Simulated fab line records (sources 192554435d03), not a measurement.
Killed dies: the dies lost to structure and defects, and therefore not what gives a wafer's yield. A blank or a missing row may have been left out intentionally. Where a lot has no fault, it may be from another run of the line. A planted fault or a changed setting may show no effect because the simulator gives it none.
Matching of chambers :: flow n5-finfet :: rie-diel-01 running N5_BEOL_M0_SAQP_ETCH_84: 4 sister chambers
The step etches SOC in N2/H2, target depth 100 nm, overetch 20 nm, time 150 s. 4 wafers are shown with their chamber, then 12 later ones without.

## WAFERS, EACH WITH ITS CHAMBER
wafer: L082.1
chamber: 1
showerhead-plenum-p-Torr (Torr): 2.59

wafer: L083.5
chamber: 2
showerhead-plenum-p-Torr (Torr): 2.49

wafer: L085.3
chamber: 0
showerhead-plenum-p-Torr (Torr): 2.71

wafer: L085.6
chamber: 3
showerhead-plenum-p-Torr (Torr): 2.58

## WAFERS MISSING THEIR CHAMBER
wafer: L091.1
showerhead-plenum-p-Torr (Torr): 2.57

wafer: L091.2
showerhead-plenum-p-Torr (Torr): 2.58

wafer: L091.4
showerhead-plenum-p-Torr (Torr): 2.71

wafer: L093.1
showerhead-plenum-p-Torr (Torr): 2.71

wafer: L093.2
showerhead-plenum-p-Torr (Torr): 2.48

wafer: L093.3
showerhead-plenum-p-Torr (Torr): 2.57

wafer: L093.4
showerhead-plenum-p-Torr (Torr): 2.58

wafer: L093.5
showerhead-plenum-p-Torr (Torr): 2.57

wafer: L093.6
showerhead-plenum-p-Torr (Torr): 2.48

wafer: L095.4
showerhead-plenum-p-Torr (Torr): 2.48

wafer: L095.5
showerhead-plenum-p-Torr (Torr): 2.48

wafer: L095.6
showerhead-plenum-p-Torr (Torr): 2.58

## WHICH CHAMBER EACH WENT THROUGH
wafer: L091.1
from the rows above: can't be placed: 3 or 1
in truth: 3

wafer: L091.2
from the rows above: can't be placed: 3 or 1
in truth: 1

wafer: L091.4
from the rows above: 0
in truth: 0

wafer: L093.1
from the rows above: 0
in truth: 0

wafer: L093.2
from the rows above: 2
in truth: 2

wafer: L093.3
from the rows above: can't be placed: 3 or 1
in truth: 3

wafer: L093.4
from the rows above: can't be placed: 3 or 1
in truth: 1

wafer: L093.5
from the rows above: can't be placed: 3 or 1
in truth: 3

wafer: L093.6
from the rows above: 2
in truth: 2

wafer: L095.4
from the rows above: 2
in truth: 2

wafer: L095.5
from the rows above: 2
in truth: 2

wafer: L095.6
from the rows above: can't be placed: 3 or 1
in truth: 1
Placed correctly: 6 of 12. Unplaceable from these rows: 6, with the true chamber sitting among the candidates in 6. 0 placed wrongly.
How it was worked out, from the rows above alone: a wafer's distance from a chamber is the root of the sum, over the readings, of the square of ((its reading less the chamber's mean) divided by the reading's scatter). If the next closest chamber is less than 2 further off than the closest, the wafer can't be placed; otherwise it belongs to the closest. The mean given for a chamber averages the wafers shown for that chamber. The scatter (one wafer shown for each chamber): square how far every hidden wafer sits from the nearest shown wafer, average those squares and take the square root.
